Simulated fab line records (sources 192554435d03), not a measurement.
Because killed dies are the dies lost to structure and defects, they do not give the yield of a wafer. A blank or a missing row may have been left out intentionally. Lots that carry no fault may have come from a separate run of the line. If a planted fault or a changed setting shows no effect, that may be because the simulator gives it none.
Comparing a struck lot with a sound one | flow n5Finfet | 25 steps out of a route of 1938
Sound: the wafers L598.2, L598.4, L598.5. Wafers struck: L601.3, L601.4, L601.6. The cause is named last.
At each step with rows: each side's tool, then ch and its chambers, then its first start. Under that, the readings that differ: sound wafers | struck wafers | difference of the means | sigmas: that difference in standard deviations of wafers without a fault.
alike: readings whose means differ by less than 2 such deviations, and words and numbers that are the same on both sides. not compared: withheld readings, readings that some wafer has no value for, bounds like >300 that may hide the same value, and numbers for which the record gives no deviation and whose values overlap.
Wherever a step has rows on one side only, a row that says differs or no value, or a row with sigmas, the two part there. Numbers that don't overlap but have no deviation are shown without sigmas and don't part them. Lack of a reading on every wafer of one side parts them only where that side has two or more wafers.

first, 8 steps without rows for these wafers: N5_BEOL_M6_DEVELOP_10 (develop time 30 s); N5_BEOL_M6_DESCUM_16 (chemistry O2, time 7.9 s); N5_BEOL_M6_ETCH_61 (etches SiARC in CF4, target depth 45.5 nm, time 75.8 s); N5_BEOL_M6_ETCH_62 (etches SOC in N2/H2, target depth 110 nm, overetch 22 nm, time 165 s); N5_BEOL_M6_STRIP_68 (strips in N2/H2); N5_BEOL_M6_STRIP_67 (strips in CF4); N5_BEOL_M6_HM_OPEN_17 (chemistry Cl2/BCl3, target TiN, target depth 20 nm, overetch 6 nm); N5_BEOL_M6_STRIP_19 (strips in O2).
N5_BEOL_M6_COAT_63: time 60 s, resist thk 60 nm.
  sound on lithoTrack-01 ch 0, day 10 10:58; struck on lithoTrack-01 ch 0, day 11 07:52
reading                                 | sound                | struck               | difference | sigmas
spinSpeedRpm (rpm)                      | 1500.8 1499.4 1501.0 | 1558.4 1559.2 1557.8 | +58.1      | +48
model.SOC_of_BEOL_M6_COAT_63.thkNm (nm) | 60.2 60.2 60.2       | 58.6 58.6 58.4       | -1.7       | 
  alike: heaterPowerTotalW, plateTempC
then, 11 steps without rows for these wafers: N5_BEOL_M6_COAT_64 (time 60 s, resist thk 12 nm); N5_BEOL_M6_COAT_71 (time 60 s, resist thk 5 nm); N5_BEOL_M6_COAT_22 (resist thk 30 nm); N5_BEOL_M6_EBR_24; N5_BEOL_M6_SOFTBAKE_23 (time 60 s); N5_BEOL_M6_EXPOSE_25 (exposes mask V5, target cd 40 nm); N5_BEOL_M6_PEB_26 (peb time 60 s); N5_BEOL_M6_DEVELOP_27 (develop time 30 s); N5_BEOL_M6_DESCUM_33 (chemistry O2, time 7 s); N5_BEOL_M6_ETCH_72 (etches underlayer in N2/H2, target depth 6.5 nm, time 5.2 s); N5_BEOL_M6_ETCH_65 (etches SiARC in CF4, target depth 15.6 nm, time 26 s).
N5_BEOL_M6_ETCH_66: etches SOC in N2/H2, target depth 80 nm, overetch 16 nm, time 120 s.
  sound on rieDiel-01 ch 0,2,3, day 10 11:26; struck on rieDiel-05 ch 1,3, day 11 08:20
reading                 | sound             | struck           | difference | sigmas
model.etch.depthNm (nm) | 60.11 60.28 60.24 | 58.57 58.7 58.42 | -1.65      | 
  alike: drypumpMotorCurrentA, oesProductAu, rfVppV, showerheadPlenumPTorr, throttleValvePct
  not compared: rfHoursCounterH
then, 2 steps without rows for these wafers: N5_BEOL_M6_STRIP_69 (strips in N2/H2); N5_BEOL_M6_STRIP_73 (strips in N2/H2).
N5_BEOL_M6_VIA_ETCH_34: etches SiCOH lowk in C4F6/O2, target depth 126.3 nm, time 50.9 s.
  sound on rieDiel-01 ch 0,2,3, day 10 11:32; struck on rieDiel-05 ch 1,3, day 11 08:27
reading                                 | sound          | struck         | difference | sigmas
model.SOC_of_BEOL_M6_COAT_63.thkNm (nm) | 54.2 54.2 54.2 | 52.4 52.6 52.2 | -1.8       | 
  alike: drypumpMotorCurrentA, oes_ar_750_au, oesProductAu, rfVppV, showerheadPlenumPTorr, throttleValvePct
  not compared: rfHoursCounterH
then, 1 step without rows for these wafers: N5_BEOL_M6_STRIP_76 (strips in C4F6/O2).

== WHERE THEY PART ==
At N5_BEOL_M6_COAT_63 and nowhere else, as far as this record goes. Later steps at which nothing parts them and some readings are alike: N5_BEOL_M6_ETCH_66, N5_BEOL_M6_VIA_ETCH_34.

WHY: what had been put in by the simulator
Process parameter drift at N5_BEOL_M6_COAT_63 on lithoTrack-01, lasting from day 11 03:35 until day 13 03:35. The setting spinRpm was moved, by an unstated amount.
